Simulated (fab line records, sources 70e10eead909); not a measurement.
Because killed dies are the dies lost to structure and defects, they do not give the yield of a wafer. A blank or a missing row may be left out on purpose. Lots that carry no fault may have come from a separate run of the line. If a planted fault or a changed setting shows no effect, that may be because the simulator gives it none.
Chamber matching | flow nandHarc | NHARC_A_CONTACT_DESCUM_74 on rieDiel-12 has 4 sister chambers
The step chemistry O2, time 3 s. 22 wafers are shown with their chamber, then 11 later ones without.

## EACH WAFER AND ITS CHAMBER
wafer  | chamber | showerheadPlenumPTorr (Torr) | drypumpMotorCurrentA (A) | rfVppV (V)
L074.1 | 3       | 2.01                         | 5.2                      | 57.2
L074.4 | 2       | 2.04                         | 6.3                      | 57.9
L074.5 | 2       | 2.04                         | 6.3                      | 58.0
L077.4 | 3       | 2.00                         | 5.3                      | 57.8
L077.5 | 3       | 2.00                         | 5.3                      | 57.2
L077.6 | 0       | 1.89                         | 5.3                      | 57.5
L080.1 | 2       | 2.04                         | 6.3                      | 59.3
L080.2 | 1       | 1.98                         | 6.2                      | 58.5
L080.6 | 1       | 1.98                         | 6.2                      | 58.0
L079.2 | 2       | 2.04                         | 6.3                      | 59.0
L079.4 | 1       | 1.98                         | 6.2                      | 58.3
L079.6 | 3       | 2.00                         | 5.2                      | 56.6
L084.1 | 2       | 2.04                         | 6.3                      | 59.9
L084.2 | 0       | 1.89                         | 5.4                      | 57.7
L084.4 | 3       | 2.00                         | 5.2                      | 57.4
L085.1 | 1       | 1.98                         | 6.2                      | 57.7
L085.3 | 2       | 2.04                         | 6.2                      | 57.8
L085.5 | 2       | 2.04                         | 6.3                      | 58.3
L093.2 | 2       | 2.03                         | 6.2                      | 59.7
L093.4 | 0       | 1.88                         | 5.4                      | 58.5
L093.6 | 1       | 1.97                         | 6.2                      | 57.4
L088.3 | 3       | 2.00                         | 5.2                      | 57.5

SIGNATURES (means of the wafers above)
reading               | chamber 0 | chamber 1 | chamber 2 | chamber 3 | scatter within a chamber
showerheadPlenumPTorr | 1.8867    | 1.9780    | 2.0387    | 2.0017    | 0.0042
drypumpMotorCurrentA  | 5.367     | 6.200     | 6.275     | 5.233     | 0.0441
rfVppV                | 57.900    | 57.980    | 58.737    | 57.283    | 0.63
Rule: a wafer lies at a distance from a chamber equal to the root of the sum of squares, over the readings, of (its reading less the chamber's mean, divided by the reading's scatter). If the next closest chamber is less than 2 further off than the closest, the wafer can't be placed; otherwise it belongs to the closest. How the scatter is found: for the shown wafers, subtract from each reading the mean of its chamber, square and add these, divide the total by (wafers less chambers), then take the root.

## WAFERS WITHOUT THEIR CHAMBER
wafer  | showerheadPlenumPTorr (Torr) | drypumpMotorCurrentA (A) | rfVppV (V)
L088.4 | 1.88                         | 5.3                      | 58.5
L088.6 | 1.88                         | 5.4                      | 57.4
L096.1 | 1.88                         | 5.4                      | 58.5
L096.3 | 2.00                         | 5.3                      | 57.9
L096.5 | 2.00                         | 5.3                      | 57.1
L094.1 | 2.03                         | 6.3                      | 58.4
L094.2 | 1.88                         | 5.3                      | 58.8
L094.5 | 2.03                         | 6.3                      | 57.6
L095.2 | 1.88                         | 5.3                      | 56.9
L095.4 | 2.00                         | 5.2                      | 60.2
L095.6 | 1.88                         | 5.3                      | 58.9

## WHICH CHAMBER EACH ONE RAN IN
wafer  | from the rows above | in truth
L088.4 | 0                   | 0
L088.6 | 0                   | 0
L096.1 | 0                   | 0
L096.3 | 3                   | 3
L096.5 | 3                   | 3
L094.1 | 2                   | 2
L094.2 | 0                   | 0
L094.5 | 2                   | 2
L095.2 | 0                   | 0
L095.4 | 3                   | 3
L095.6 | 0                   | 0
11 of 11 placed correctly. Can't be placed from these rows: 0. Placed wrongly: 0.
